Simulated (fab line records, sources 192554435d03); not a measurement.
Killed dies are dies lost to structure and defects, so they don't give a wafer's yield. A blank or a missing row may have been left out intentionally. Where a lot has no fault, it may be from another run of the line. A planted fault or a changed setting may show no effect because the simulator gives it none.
fab line records	flow n5-finfet
record: lots: 7	wafers: 39
route steps=1938 shown BEOL_M8@1350 BEOL_M11@1536
start-h: start of the lot's first displayed wafer, in hours after the record's first day	wait-h: how many hours have passed since the lot's step before this one	" as in the row above	L1.1+2: a single row standing in for several wafers	- no value present, or no start provided	* or withheld: withheld	< > ~ a bound
route shown NAME@n: a module of which the file shows steps, and the number in the route of the first	usual: mean/standard deviation of fault-free wafers	same: alike in all rows	chamber/n: place in a boat	sites: readings site by site	_std_site: the standard deviation of these	_edge_site: inner sites' mean taken away from outer sites' mean	radius-mm: how far each site lies from the wafer's centre	mask NAME#n: copy n	behind: tool/chamber where the wafer was last shaped	hold: the reason the lot was held/the length of the hold in hours/how it ended	device: which transistor (n, p or np) failed to switch	end of line: at the end of the route, the tests of the same wafers	for a step that has no rows: nothing shown but its recipe	killed: dies that structure and defects cost at the first sort, which is not the same as the wafer's yield	map: per-die view of a wafer (x killed, . not killed, _ where there is no die)
set.NAME: the setting that was run; set.NAME@STEP: the one run at that earlier step	model.NAME: the simulator's own value behind a step, which no gauge read
one table per step and one row per wafer, for lots whose settings were changed on purpose
== steps ==
step: N5_BEOL_M8_ETCH_62
recipe: chemistry: N2/H2	target: SOC	target-depth-a: 1100	overetch-a: 220	mask-material: SiARC	temp-c: 40	time-s: 165	ion-energy-ev: 200	pressure-mtorr: 30	source-w: 840	bias-w: 150	n2-flow-sccm: 200	h2-flow-sccm: 200
lot.wafer	tool	chamber	start-h	wait-h	set.time-s	model.etch.depth-nm	model.SiARC_of_BEOL_M8_COAT_60.thk-nm	model.BEOL_M8.cd-offset-nm
L075.1	rie-diel-06	1	207.80	0.0	165	100.4	28.4	0
L075.2	"	2	"	"	213.7	100.1	26.4	0.8
L075.3	"	0	"	"	165	100.1	28.4	0
L075.4	"	3	"	"	165	100	28.4	-0.4
L075.5	"	2	"	"	213.7	99.95	26.4	1
L075.6	"	1	"	"	213.7	99.98	26.6	0.6
L076.2	rie-diel-06	2	212.03	0.0	165	100.4	28.2	-0.2
L076.4	"	1	"	"	165	100.6	28.4	-0.6
L076.6	"	3	"	"	165	100.4	28.4	-0.4
L087.1	rie-diel-06	2	279.03	0.0	132.1	100.2	29.8	-0.8
L087.2	"	0	"	"	132.1	100.6	30	-0.8
L087.3	"	3	"	"	165	100.4	28.6	0.6
L087.4+6	"	1	"	"	165	100.3	28.6	0.2
L087.5	"	2	"	"	132.1	100.1	30	-0.4
L083.1	rie-diel-06	1	279.67	0.0	165	100.3	28.4	0.2
L083.2	"	0	"	"	165	100.4	28.4	0
L083.3	"	3	"	"	253.9	100.2	24.6	1.4
L083.4	"	2	"	"	253.9	100.6	24.6	1.4
L083.5	"	1	"	"	165	100.4	28.2	0
L083.6	"	2	"	"	253.9	100.3	24.6	1.2
L086.1	rie-diel-06	1	283.57	0.0	165	100.1	28.4	0.4
L086.2	"	0	"	"	127.7	100.4	30	-0.4
L086.3+6	"	3,2	"	"	127.7	100.4	29.8	-0.6
L086.4	"	2	"	"	165	100.4	28.4	-0.6
L086.5	"	1	"	"	165	100.2	28.4	1.2
L088.1	rie-diel-02	3	301.19	0.0	165	99.5	28.4	0
L088.2	"	0	"	"	73.98	60.41	31.8	-1.6
L088.3	"	2	"	"	73.98	59.97	32	-2
L088.4	"	1	"	"	165	99.79	28.4	-0.4
L088.5	"	0	"	"	73.98	60.47	32	-1.8
L088.6	"	1	"	"	165	99.79	28.4	0.4
L097.1	rie-diel-06	1	361.41	0.0	165	99.47	28.4	0.4
L097.2	"	2	"	"	83.92	69.39	31.4	-2.2
L097.3	"	0	"	"	83.92	66.47	31.6	-1.6
L097.4	"	3	"	"	83.92	67.44	31.6	-1.4
L097.5	"	2	"	"	165	99.59	28	0.2
L097.6	"	1	"	"	165	99.43	28.4	0.4
step: N5_BEOL_M8_STRIP_68
recipe: chemistry: N2/H2	temp-c: 40	n2-flow-sccm: 200	h2-flow-sccm: 200	rf-frequency-hz: 6e+07
step: N5_BEOL_M8_STRIP_67
recipe: chemistry: CF4	resist: SiARC	power-w: 300	bias-power-w: 75	pressure-mtorr: 50	cf4-flow-sccm: 150	rf-frequency-hz: 6e+07
step: N5_BEOL_M8_HM_OPEN_17
recipe: chemistry: Cl2/BCl3	target-depth-a: 200	overetch-a: 60	target: TiN	mask-material: SOC	ion-energy-ev: 150	pressure-mtorr: 10	icp-w: 1000	bias-w: 126	Cl2_flow_sccm: 53.25	bcl3-flow-sccm: 21.75	Ar_flow_sccm: 25
lot.wafer	tool	chamber	start-h	wait-h	set.time-s@BEOL_M8_ETCH_62	model.BEOL_M8.cd-offset-nm
L075.1	rie-metal-03	0	208.00	0.0	165	0
L075.2	"	1	"	"	213.7	0.8
L075.3	"	1	"	"	165	0.2
L075.4	"	0	"	"	165	-0.4
L075.5	"	1	"	"	213.7	1.2
L075.6	"	0	"	"	213.7	0.6
L076.2+6	rie-metal-03	0,1	212.22	0.0	165	-0.4
L076.4	"	0	"	"	165	-0.6
L087.1+2	rie-metal-03	0,1	279.22	0.0	132.1	-0.6
L087.3	"	0	"	"	165	0.4
L087.4+6	"	1,0	"	"	165	0.2
L087.5	"	1	"	"	132.1	-0.2
L083.1	rie-metal-01	0	279.86	0.0	165	0.2
L083.2+5	"	1,0	"	"	165	0
L083.3+6	"	1	"	"	253.9	1.2
L083.4	"	0	"	"	253.9	1.4
L086.1	rie-metal-01	1	283.76	0.0	165	0.2
L086.2+6	"	0	"	"	127.7	-0.4
L086.3	"	1	"	"	127.7	-0.6
L086.4	"	0	"	"	165	-0.4
L086.5	"	1	"	"	165	1.2
L088.1	rie-metal-01	1	301.37	0.0	165	0
L088.2	"	0	"	"	73.98	-1.6
L088.3	"	1	"	"	73.98	-2
L088.4	"	0	"	"	165	-0.4
L088.5	"	0	"	"	73.98	-1.8
L088.6	"	1	"	"	165	0.2
L097.1+6	rie-metal-01	0	361.60	0.0	165	0.6
L097.2	"	0	"	"	83.92	-2.2
L097.3	"	0	"	"	83.92	-1.4
L097.4	"	0	"	"	83.92	-1.2
L097.5	"	0	"	"	165	0.4
step: N5_BEOL_M8_STRIP_19
recipe: chemistry: O2	power-w: 400	temp-c: 40	pressure-mtorr: 30	rf-frequency-hz: 6e+07	bias-power-w: 0	overash-fraction: 0.2	o2-flow-sccm: 225
step: N5_BEOL_M8_CD_MEAS_18
recipe: pitch-nm: 80	target-cd-nm: 40
usual: cd-nm: 40.0/0.44
lot.wafer	tool	chamber	start-h	wait-h	set.time-s@BEOL_M8_ETCH_62	cd-nm
L075.1	cd-sem-01	-	208.18	0.0	165	39.8
L075.2	"	-	"	"	213.7	40.7
L075.3	"	-	"	"	165	39.8
L075.4	"	-	"	"	165	39.6
L075.5	"	-	"	"	213.7	40.9
L075.6	"	-	"	"	213.7	40.8
L076.2	cd-sem-02	-	212.49	0.1	165	39.6
L076.4	"	-	"	"	165	39.5
L076.6	"	-	"	"	165	39.5
L087.1	cd-sem-02	-	279.59	0.0	132.1	39.2
L087.2	"	-	"	"	132.1	39.3
L087.3	"	-	"	"	165	40.7
L087.4	"	-	"	"	165	40.5
L087.5	"	-	"	"	132.1	39.9
L087.6	"	-	"	"	165	40.4
L083.1	cd-sem-03	-	280.04	0.0	165	40.3
L083.2	"	-	"	"	165	39.9
L083.3	"	-	"	"	253.9	41.5
L083.4	"	-	"	"	253.9	42.0
L083.5	"	-	"	"	165	39.6
L083.6	"	-	"	"	253.9	41.5
L086.1	cd-sem-02	-	283.96	0.0	165	40.1
L086.2	"	-	"	"	127.7	39.5
L086.3	"	-	"	"	127.7	39.2
L086.4	"	-	"	"	165	39.5
L086.5	"	-	"	"	165	41.1
L086.6	"	-	"	"	127.7	39.8
L088.1	cd-sem-02	-	301.69	0.0	165	40.0
L088.2	"	-	"	"	73.98	-
L088.3	"	-	"	"	73.98	-
L088.4	"	-	"	"	165	39.6
L088.5	"	-	"	"	73.98	-
L088.6	"	-	"	"	165	40.1
L097.1	cd-sem-03	-	361.87	0.0	165	40.8
L097.2	"	-	"	"	83.92	-
L097.3	"	-	"	"	83.92	-
L097.4	"	-	"	"	83.92	-
L097.5	"	-	"	"	165	40.2
L097.6	"	-	"	"	165	40.6
step: N5_BEOL_M8_COAT_63
recipe: resist: SOC	temp-c: 250	time-s: 60	spin-rpm: 1500	resist-thk-nm: 60
step: N5_BEOL_M8_COAT_64
recipe: resist: SiARC	temp-c: 220	time-s: 60	spin-rpm: 1500	resist-thk-nm: 12
step: N5_BEOL_M8_PRECLEAN_42
recipe: chemistry: residue-remover	time-s: 60	temp-c: 40
step: N5_BEOL_M8_SRD_43
recipe: time-s: 30	temp-c: 23	rinse-liquid: diw	dry: ipa-marangoni
step: N5_BEOL_M8_CD_MEAS_35
recipe: target-cd-nm: 40	polarity: opening
usual: cd-nm: 40.0/0.43
lot.wafer	tool	chamber	start-h	wait-h	set.time-s@BEOL_M8_ETCH_62	cd-nm
L075.1	cd-sem-03	-	209.31	0.0	165	39.8
L075.2	"	-	"	"	213.7	40.9
L075.3	"	-	"	"	165	39.7
L075.4	"	-	"	"	165	39.4
L075.5	"	-	"	"	213.7	41.2
L075.6	"	-	"	"	213.7	40.6
L076.2	cd-sem-01	-	215.65	0.0	165	39.6
L076.4	"	-	"	"	165	39.2
L076.6	"	-	"	"	165	39.7
L083.1	cd-sem-03	-	283.30	0.0	165	40.1
L083.2	"	-	"	"	165	39.9
L083.3	"	-	"	"	253.9	42.2
L083.4	"	-	"	"	253.9	42.1
L083.5	"	-	"	"	165	39.8
L083.6	"	-	"	"	253.9	41.8
L087.1	cd-sem-01	-	283.31	0.0	132.1	39.2
L087.2	"	-	"	"	132.1	39.2
L087.3	"	-	"	"	165	40.3
L087.4	"	-	"	"	165	40.2
L087.5	"	-	"	"	132.1	39.8
L087.6	"	-	"	"	165	40.0
L086.1	cd-sem-03	-	286.07	0.0	165	40.4
L086.2	"	-	"	"	127.7	39.5
L086.3	"	-	"	"	127.7	39.5
L086.4	"	-	"	"	165	39.4
L086.5	"	-	"	"	165	41.2
L086.6	"	-	"	"	127.7	40.0
L088.1	cd-sem-03	-	302.95	0.0	165	39.5
L088.2	"	-	"	"	73.98	-
L088.3	"	-	"	"	73.98	-
L088.4	"	-	"	"	165	39.7
L088.5	"	-	"	"	73.98	-
L088.6	"	-	"	"	165	40.2
L097.1	cd-sem-01	-	364.36	0.0	165	40.6
L097.2	"	-	"	"	83.92	-
L097.3	"	-	"	"	83.92	-
L097.4	"	-	"	"	83.92	-
L097.5	"	-	"	"	165	40.5
L097.6	"	-	"	"	165	40.3
step: N5_BEOL_M11_ILD_DEP_00
recipe: material: SiCOH_lowk	target-thk-a: 3085.1	temp-c: 300	precursor: DEMS/porogen	pressure-torr: 5	rf-w: 500	time-s: 58
lot.wafer	tool	chamber	start-h	wait-h	set.target-thk-a	model.SiCOH_lowk_of_BEOL_M11_ILD_DEP_00.thk-nm
L075.1	pecvd-04	1	228.99	0.0	1246	124.2
L075.2	"	0	"	"	1246	124.4
L075.3	"	2	"	"	1246	123
L075.4	"	0	"	"	3085.1	307.8
L075.5	"	2	"	"	3085.1	311.4
L075.6	"	1	"	"	3085.1	309
L076.2	pecvd-01	1	232.84	0.0	3085.1	305.8
L076.4	"	0	"	"	3085.1	309.8
L076.6	"	1	"	"	3085.1	308.4
L087.1	pecvd-04	1	306.91	0.0	3818	379.4
L087.2	"	0	"	"	3085.1	306.2
L087.3	"	2	"	"	3085.1	307.4
L087.4	"	1	"	"	3818	388.4
L087.5	"	0	"	"	3818	386
L087.6	"	2	"	"	3085.1	318.4
L083.1	pecvd-04	2	311.92	0.0	3085.1	304.6
L083.2	"	0	"	"	3085.1	303.4
L083.3	"	1	"	"	3085.1	308
L083.4	"	1	"	"	3085.1	307.2
L083.5	"	2	"	"	3085.1	310.2
L083.6	"	0	"	"	3085.1	307.4
L086.1	pecvd-04	0	315.07	0.0	3085.1	305
L086.2	"	2	"	"	3085.1	302.2
L086.3	"	1	"	"	3085.1	303
L086.4	"	2	"	"	3085.1	309
L086.5	"	0	"	"	3085.1	305.2
L086.6	"	1	"	"	3085.1	307.6
L088.1	pecvd-03	1	325.27	0.0	3085.1	304
L088.2	"	2	"	"	3794	378.2
L088.3	"	0	"	"	3085.1	308
L088.4	"	0	"	"	3085.1	311.6
L088.5	"	2	"	"	3794	383
L088.6	"	1	"	"	3794	385.8
L097.1	pecvd-03	0	380.70	0.0	3085.1	307.6
L097.2	"	2	"	"	3085.1	306.8
L097.3	"	1	"	"	3085.1	309.2
L097.4	"	2	"	"	3085.1	312.2
L097.5	"	0	"	"	3085.1	313.4
L097.6	"	1	"	"	3085.1	306
step: N5_BEOL_M11_CURE_71
recipe: temp-c: 385	time-s: 240	ambient: He/Ar	material: SiCOH_lowk
lot.wafer	tool	chamber	start-h	wait-h	set.target-thk-a@BEOL_M11_ILD_DEP_00	model.SiCOH_lowk_of_BEOL_M11_ILD_DEP_00.thk-nm
L075.1+2	uv-cure-03	0	229.06	0.0	1246	106.8
L075.3	"	0	"	"	1246	105.6
L075.4	"	0	"	"	3085.1	267.4
L075.5	"	0	"	"	3085.1	270.6
L075.6	"	0	"	"	3085.1	268.4
L076.2	uv-cure-02	0	233.00	0.1	3085.1	265.6
L076.4	"	0	"	"	3085.1	269.2
L076.6	"	0	"	"	3085.1	268
L087.1	uv-cure-02	0	308.25	1.3	3818	330.8
L087.2	"	0	"	"	3085.1	266
L087.3	"	0	"	"	3085.1	267
L087.4	"	0	"	"	3818	339
L087.5	"	0	"	"	3818	336.8
L087.6	"	0	"	"	3085.1	276.8
L083.1	uv-cure-02	2	312.18	0.2	3085.1	264.6
L083.2	"	2	"	"	3085.1	263.4
L083.3	"	2	"	"	3085.1	267.4
L083.4	"	2	"	"	3085.1	266.8
L083.5	"	2	"	"	3085.1	269.6
L083.6	"	2	"	"	3085.1	267
L086.1	uv-cure-03	2	315.15	0.0	3085.1	264.8
L086.2	"	2	"	"	3085.1	262.4
L086.3	"	2	"	"	3085.1	263.2
L086.4	"	2	"	"	3085.1	268.4
L086.5	"	2	"	"	3085.1	265.2
L086.6	"	2	"	"	3085.1	267.2
L088.1	uv-cure-03	1	325.52	0.2	3085.1	264
L088.2	"	1	"	"	3794	329.8
L088.3	"	1	"	"	3085.1	267.6
L088.4	"	1	"	"	3085.1	270.8
L088.5	"	1	"	"	3794	334
L088.6	"	1	"	"	3794	336.6
L097.1	uv-cure-03	0	380.78	0.0	3085.1	267.2
L097.2	"	0	"	"	3085.1	266.4
L097.3	"	0	"	"	3085.1	268.6
L097.4	"	0	"	"	3085.1	271.2
L097.5	"	0	"	"	3085.1	272.2
L097.6	"	0	"	"	3085.1	265.8
step: N5_BEOL_M11_THK_MEAS_01
recipe: reads: SiCOH_lowk_of_BEOL_M11_ILD_DEP_00
usual: M11_ILD_THK: 268/3
lot.wafer	tool	chamber	start-h	wait-h	set.target-thk-a@BEOL_M11_ILD_DEP_00	M11_ILD_THK[nm]
L075.1	film-metro-01	-	229.58	0.4	1246	107
L075.2	"	-	"	"	1246	107
L075.3	"	-	"	"	1246	106
L075.4	"	-	"	"	3085.1	267
L075.5	"	-	"	"	3085.1	271
L075.6	"	-	"	"	3085.1	268
L076.2	film-metro-02	-	233.43	0.4	3085.1	266
L076.4	"	-	"	"	3085.1	269
L076.6	"	-	"	"	3085.1	268
L087.1	film-metro-01	-	308.76	0.4	3818	331
L087.2	"	-	"	"	3085.1	266
L087.3	"	-	"	"	3085.1	267
L087.4	"	-	"	"	3818	339
L087.5	"	-	"	"	3818	337
L087.6	"	-	"	"	3085.1	277
L083.1	film-metro-02	-	312.70	0.4	3085.1	264
L083.2	"	-	"	"	3085.1	263
L083.3	"	-	"	"	3085.1	268
L083.4	"	-	"	"	3085.1	267
L083.5	"	-	"	"	3085.1	270
L083.6	"	-	"	"	3085.1	267
L086.1	film-metro-01	-	315.66	0.4	3085.1	265
L086.2	"	-	"	"	3085.1	263
L086.3	"	-	"	"	3085.1	263
L086.4	"	-	"	"	3085.1	269
L086.5	"	-	"	"	3085.1	265
L086.6	"	-	"	"	3085.1	267
L088.1	film-metro-02	-	326.03	0.4	3085.1	264
L088.2	"	-	"	"	3794	330
L088.3	"	-	"	"	3085.1	268
L088.4	"	-	"	"	3085.1	271
L088.5	"	-	"	"	3794	334
L088.6	"	-	"	"	3794	337
L097.1	film-metro-01	-	381.29	0.4	3085.1	267
L097.2	"	-	"	"	3085.1	266
L097.3	"	-	"	"	3085.1	269
L097.4	"	-	"	"	3085.1	271
L097.5	"	-	"	"	3085.1	272
L097.6	"	-	"	"	3085.1	266
== key ==
split: step: N5_BEOL_M8_ETCH_62	setting: time-s	stated: 165	by: wafer
response: step: N5_BEOL_M8_ETCH_62	reading: model.etch.depth-nm	shape: bent	at-lowest: 60.29	at-stated: 100.1	at-highest: 100.4
response: step: N5_BEOL_M8_ETCH_62	reading: model.SiARC_of_BEOL_M8_COAT_60.thk-nm	change: -0.0664	per: 1%	r: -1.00
response: step: N5_BEOL_M8_ETCH_62	reading: model.BEOL_M8.cd-offset-nm	change: +0.0332	per: 1%	r: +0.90
response: step: N5_BEOL_M8_HM_OPEN_17	reading: model.BEOL_M8.cd-offset-nm	change: +0.0321	per: 1%	r: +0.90
response: step: N5_BEOL_M8_CD_MEAS_18	reading: cd-nm	change: +0.0347	per: 1%	r: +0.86
response: step: N5_BEOL_M8_CD_MEAS_35	reading: cd-nm	change: +0.0382	per: 1%	r: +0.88
split: step: N5_BEOL_M11_ILD_DEP_00	setting: target-thk-a	stated: 3085.1	by: wafer
response: step: N5_BEOL_M11_ILD_DEP_00	reading: model.SiCOH_lowk_of_BEOL_M11_ILD_DEP_00.thk-nm	change: +3.13	per: 1%	r: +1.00
response: step: N5_BEOL_M11_CURE_71	reading: model.SiCOH_lowk_of_BEOL_M11_ILD_DEP_00.thk-nm	change: +2.75	per: 1%	r: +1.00
response: step: N5_BEOL_M11_THK_MEAS_01	reading: M11_ILD_THK	change: +2.74	per: 1%	r: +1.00
